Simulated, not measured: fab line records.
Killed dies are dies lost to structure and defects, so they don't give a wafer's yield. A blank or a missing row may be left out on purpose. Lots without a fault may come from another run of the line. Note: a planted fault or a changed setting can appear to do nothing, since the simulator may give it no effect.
A struck lot beside a sound one	flow n5-finfet	16 steps out of a route of 1938
Sound: these wafers, L947.3, L947.4, L947.6. Wafers struck: L955.2, L955.5, L955.6. The cause comes at the end.
Per side, at each step with rows, come the tool, then ch with its chambers, and then its first start. Under that, the readings that differ: sound wafers	struck wafers	difference of the means	sigmas: that difference in standard deviations of wafers without a fault.
alike: readings whose means differ by less than 2 such deviations, and words and numbers that are the same on both sides. not compared: withheld readings, readings that some wafer has no value for, bounds like >300 that may hide the same value, and numbers for which the record gives no deviation and whose values overlap.
The two part at a step that has a row with sigmas, a row that says differs or no value, or rows on one side only. When numbers do not overlap yet have no deviation, they are printed without sigmas and do not part them. Lack of a reading on every wafer of one side parts them only where that side has two or more wafers.

first, 3 steps without rows for these wafers: N5_HKMG_FIN_ALD_71 (deposits TiN, target thk 1 nm, pulse time 1 s, purge time 3 s); N5_HKMG_FIN_COAT_66 (time 60 s, resist thk 300 nm); N5_HKMG_FIN_ETCH_67 (etches SOC in N2/H2, stops on TiN, target depth 388.9 nm).
N5_HKMG_FIN_STRIP_90: strips SOC in N2/H2, time 20 s.
  sound on rie-diel-01 ch 0,1,2, day 6 01:10; struck on rie-diel-01 ch 2,3, day 8 01:42
  alike: drypump-motor-current-A, n2-flow-sccm, oes-product-au, rf-vpp-V, showerhead-plenum-p-Torr, throttle-valve-pct
  not compared: rf-hours-counter-h
then, 1 step without rows for these wafers: N5_HKMG_FIN_WET_ETCH_73 (etches the open film in SC1, time 42.3 s, target depth 1.3 nm, rinse time 30 s).
N5_HKMG_FIN_ETCHBACK_68: etches the open film in Cl2/Ar, stops on HfO2, target depth 0.5 nm.
  sound on rie-metal-03 ch 0,1, day 6 01:22; struck on rie-metal-03 ch 0,1, day 8 01:52
  alike: drypump-motor-current-A, oes-product-au, throttle-valve-pct
  not compared: rf-hours-counter-h
N5_HKMG_FIN_STRIP_69: strips in N2/H2, time 360 s.
  sound on plasma-asher-02 ch 0,1, day 6 01:35; struck on plasma-asher-02 ch 0,1, day 8 02:00
  alike: drypump-motor-current-A, heater-power-w, n2-flow-sccm
  not compared: rf-hours-counter-h
then, 2 steps without rows for these wafers: N5_HKMG_FIN_ALD_21 (deposits TiN, target thk 1.5 nm, pulse time 1 s, purge time 3 s); N5_HKMG_FIN_ALD_72 (deposits W, target thk 2 nm, pulse time 1 s, purge time 2 s).
N5_HKMG_FIN_W_FILL_22: material W, target thk 60 nm, time 18.2 s.
  sound on cvd-w-01 ch 0,1, day 6 02:16; struck on cvd-w-01 ch 0,1, day 8 02:49
  alike: heater-power-w, throttle-valve-pct
then, 2 steps without rows for these wafers: N5_HKMG_FIN_PRECLEAN_83 (cleans in DIW, time 57.5 s); N5_HKMG_FIN_SRD_84 (dry time 32 s).
N5_HKMG_FIN_CMP_23: polishes, stops on SiNx, t overpolish 10 s, target thk 46.326 nm.
  sound on cmp-03 ch 1,2,3, day 6 02:22; struck on cmp-03 ch 1,2, day 8 02:55
reading	sound	struck	difference	sigmas
platen-rpm (rpm)	50.33 50.26 50.22	48.28 48.24 48.34	-1.98	-58
  alike: head-pressure-psi, motor-current-A, overpolish-run-s, time-to-endpoint-s
N5_HKMG_FIN_CMP_94: polishes, stops on SiNx, t overpolish 4.7 s, target thk 43.299 nm.
  sound on cmp-03 ch 1,2,3, day 6 02:51; struck on cmp-03 ch 1,2, day 8 03:24
  alike: head-pressure-psi, motor-current-A, platen-rpm
-- here the record skips 4 days between the struck wafers' starts before and after, leaving off in module HKMG_FIN and picking up in module BEOL_M4 (first step shown: number 1111 of the route) --
N5_BEOL_M4_RC_MEAS_101:
  sound on prober-01 ch 0, day 10 07:38; struck on prober-01 ch 0, day 11 23:26
  alike: DIBL_N, DIBL_P, IOFF_N, IOFF_P, ION_N, ION_P, SS_N, SS_P, VT_N, VT_P
-- here the record skips 5 days between the struck wafers' starts before and after, leaving off in module BEOL_M4 and picking up in module PASSIVATION (first step shown: number 1936 of the route) --
N5_PASSIVATION_PROBE_49:
  sound on prober-02, day 15 04:38; struck on prober-02, day 17 07:52
reading	sound	struck	difference	sigmas
killed-at-other	1 2 5	7 12 8	+6	+2
  alike: defect-limited-yield, killed_at_M0_to_M3, killed_at_M4_up, killed-at-contacts, killed-at-front-end, killed-dies, killed-open, killed-short, sort_bin_5_function, sort_bin_6_memory, sort_bin_8_speed, sort-n-pass, sort-yield-pct

== WHERE THEY PART ==
At N5_HKMG_FIN_CMP_23 first; at N5_PASSIVATION_PROBE_49 last (within this record only).

WHY: what the simulator had put in
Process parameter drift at N5_HKMG_FIN_CMP_23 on cmp-03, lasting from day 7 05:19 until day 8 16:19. The setting platen-rpm was moved by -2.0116, starting from 50.289. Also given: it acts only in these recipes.
